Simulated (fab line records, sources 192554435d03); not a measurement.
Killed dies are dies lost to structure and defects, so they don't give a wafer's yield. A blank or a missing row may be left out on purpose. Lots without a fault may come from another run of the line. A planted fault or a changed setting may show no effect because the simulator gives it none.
Which tool did it? | flow n5_finfet | 9 lots, 27 wafers sampled, at 3 steps of a route of 1938

WHAT THE GAUGES READ, wafer by wafer
N5_BEOL_M1_CD_MEAS_28: target cd y 23.3 nm.
lot  | measured     | on        | cd_nm (nm)
L862 | day 6 18:56  | cd_sem-02 | 24.22 24.69 23.89
L861 | day 6 20:36  | cd_sem-02 | 23.78 23.88 23.65
L864 | day 7 03:23  | cd_sem-03 | 23.83 23.64 24.09
L870 | day 8 05:49  | cd_sem-01 | 24.60 25.02 24.43
L871 | day 8 09:00  | cd_sem-01 | 24.62 24.88 24.62
L874 | day 9 08:49  | cd_sem-01 | 24.25 23.94 23.93
L879 | day 10 14:29 | cd_sem-02 | 24.04 23.65 24.28
L882 | day 11 10:44 | cd_sem-02 | 24.11 23.57 23.68
L884 | day 11 23:07 | cd_sem-02 | 23.90 23.53 23.92

WHICH TOOL RAN EACH LOT (tool, then ch and the chambers of the sampled wafers, then the start)
lot  | N5_BEOL_M0_ANNEAL_119            | N5_BEOL_M1_EXPOSE_25
L862 | rtp_anneal-02 ch 0, day 6 14:11  | euv_scanner-01 ch 0, day 6 18:47
L861 | rtp_anneal-02 ch 0, day 6 16:07  | euv_scanner-01 ch 0, day 6 20:28
L864 | rtp_anneal-01 ch 0, day 7 01:05  | euv_scanner-01 ch 0, day 7 03:16
L870 | rtp_anneal-02 ch 0, day 8 03:00  | euv_scanner-01 ch 0, day 8 05:41
L871 | rtp_anneal-01 ch 0, day 8 06:31  | euv_scanner-01 ch 0, day 8 08:51
L874 | rtp_anneal-02 ch 0, day 9 04:11  | euv_scanner-02 ch 0, day 9 08:40
L879 | rtp_anneal-02 ch 0, day 10 08:35 | euv_scanner-02 ch 0, day 10 14:20
L882 | rtp_anneal-02 ch 0, day 11 06:34 | euv_scanner-02 ch 0, day 11 10:36
L884 | rtp_anneal-02 ch 0, day 11 18:55 | euv_scanner-02 ch 0, day 11 22:58
- N5_BEOL_M0_ANNEAL_119: time 90 s.
- N5_BEOL_M1_EXPOSE_25: exposes mask V0, defocus 5 nm, target cd 24 nm.

THE ANSWER, worked out from the rows above alone
Rule: what is usual is taken from the lots themselves. Put in order of their means at a reading, lots are off if they are a third of the lots or fewer, leave a main group of 4 or more, and stand apart from it by a gap of 3 or more times the standard deviation of the main group's means; of several such gaps the widest counts. A main group whose means are all the same, to the digits that the tables above print for the reading, isn't used. A lot without any number at a reading at which 4 lots or more have one is off too. The other lots that the step has rows for count as sound.
No lot is off at any reading shown: from this, nothing can be told.

WHAT THE SIMULATOR HAD PUT IN
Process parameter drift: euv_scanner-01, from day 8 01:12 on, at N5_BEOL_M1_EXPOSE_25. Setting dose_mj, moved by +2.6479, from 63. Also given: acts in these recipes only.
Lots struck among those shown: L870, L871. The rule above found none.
